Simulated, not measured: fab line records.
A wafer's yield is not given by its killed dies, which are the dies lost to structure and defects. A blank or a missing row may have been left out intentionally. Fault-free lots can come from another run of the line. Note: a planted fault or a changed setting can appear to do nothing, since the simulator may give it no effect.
2 desks looking at one fault || flow n5_finfet || only its own numbers are on each desk; what lay behind them is given at the end

## FOR THE TOOL OWNER'S DESK: litho_track-04
The tool's own readings at N5_FIN_CUT_COAT_29 (time 60 s, resist thk 10 nm): means of the sampled wafers that have a number, for each lot that ran on this tool. Marked OUT: a lot whose mean sits more than 4 standard deviations from the usual mean, which makes it out of limits; the brackets give that distance.
Columns: A = spin_speed_rpm at N5_FIN_CUT_COAT_29, usual 1500.0 rpm
{"lot": "L240", "first seen here": "day 2 18:35", "A": 1500.2}
{"lot": "L247", "first seen here": "day 4 15:13", "A": 1500.2}
{"lot": "L256", "first seen here": "day 6 17:29", "A": "1554.8 (+59) OUT"}
{"lot": "L260", "first seen here": "day 7 14:58", "A": "1553.8 (+58) OUT"}
This desk finds L256, L260 out of limits, L256 being first, at day 6 17:29 (spin_speed_rpm at N5_FIN_CUT_COAT_29). Within limits: L240, L247.

## METROLOGY DESK
What the gauges read for every lot (on any tool): the sampled wafers with a number, averaged. Marked OUT: a lot whose mean sits more than 4 standard deviations from the usual mean, which makes it out of limits; the brackets give that distance. 7 of its 12 readings are shown, namely those furthest out on some lot.
Columns: A = trench_depth_nm at N5_FIN_SAQP_OCD_MEAS_76, usual 120.3 nm; B = DIBL_N at N5_BEOL_M4_RC_MEAS_101, usual 36.0 mV/V; C = ION_P at N5_BEOL_M4_RC_MEAS_101, usual 460 uA/um; D = SS_N at N5_BEOL_M4_RC_MEAS_101, usual 71.5 mV/dec; E = SS_P at N5_BEOL_M4_RC_MEAS_101, usual 73.2 mV/dec; F = VT_N at N5_BEOL_M4_RC_MEAS_101, usual 250 mV; G = VT_P at N5_BEOL_M4_RC_MEAS_101, usual -251 mV
{"lot": "L240", "first seen here": "day 2 17:58", "A": 118.4, "B": 35.6, "C": 451, "D": 72.1, "E": 72.5, "F": 250, "G": -253}
{"lot": "L241", "first seen here": "day 2 19:09", "A": 120.2, "B": 37.6, "C": 461, "D": 71.9, "E": 73.3, "F": 248, "G": -247}
{"lot": "L243", "first seen here": "day 3 08:59", "A": 118.9, "B": 34.3, "C": 457, "D": 71.4, "E": 73.0, "F": 250, "G": -255}
{"lot": "L245", "first seen here": "day 3 20:53", "A": 120.5, "B": 36.3, "C": 466, "D": 72.3, "E": 73.6, "F": 249, "G": -252}
{"lot": "L247", "first seen here": "day 4 14:33", "A": 117.6, "B": 36.2, "C": 462, "D": 71.7, "E": 73.5, "F": 248, "G": -248}
{"lot": "L249", "first seen here": "day 4 20:43", "A": 121.1, "B": 37.4, "C": 463, "D": 71.9, "E": 73.3, "F": 252, "G": -250}
{"lot": "L251", "first seen here": "day 5 08:49", "A": 122.4, "B": 35.5, "C": 461, "D": 70.8, "E": 72.9, "F": 252, "G": -251}
{"lot": "L256", "first seen here": "day 6 16:51", "A": 120.5, "B": 35.0, "C": 451, "D": 71.8, "E": 73.2, "F": 254, "G": -257}
{"lot": "L260", "first seen here": "day 7 14:20", "A": 121.0, "B": 35.9, "C": 461, "D": 71.1, "E": 72.8, "F": 248, "G": -252}
{"lot": "L261", "first seen here": "day 7 19:37", "A": 120.0, "B": 35.0, "C": 461, "D": 71.1, "E": 73.1, "F": 251, "G": -252}
This desk found nothing out of limits on any of the 10 lots.

## BROUGHT TOGETHER
At day 6 17:29, on L256, L260, the tool owner's desk was in a position to raise an alarm.
The metrology desk saw nothing out of limits.
The metrology desk has L256, L260 on record, within its limits.
Of the lots named, all ran N5_FIN_CUT_COAT_29 on litho_track-04.

## WHAT HAD BEEN PUT IN BY THE SIMULATOR
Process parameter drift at N5_FIN_CUT_COAT_29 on litho_track-04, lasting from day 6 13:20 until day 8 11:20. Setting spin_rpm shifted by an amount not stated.
Shown lots that were struck: L256, L260.
Each desk's first reading out of limits, in hours after the fault started: the tool owner's desk, 4.
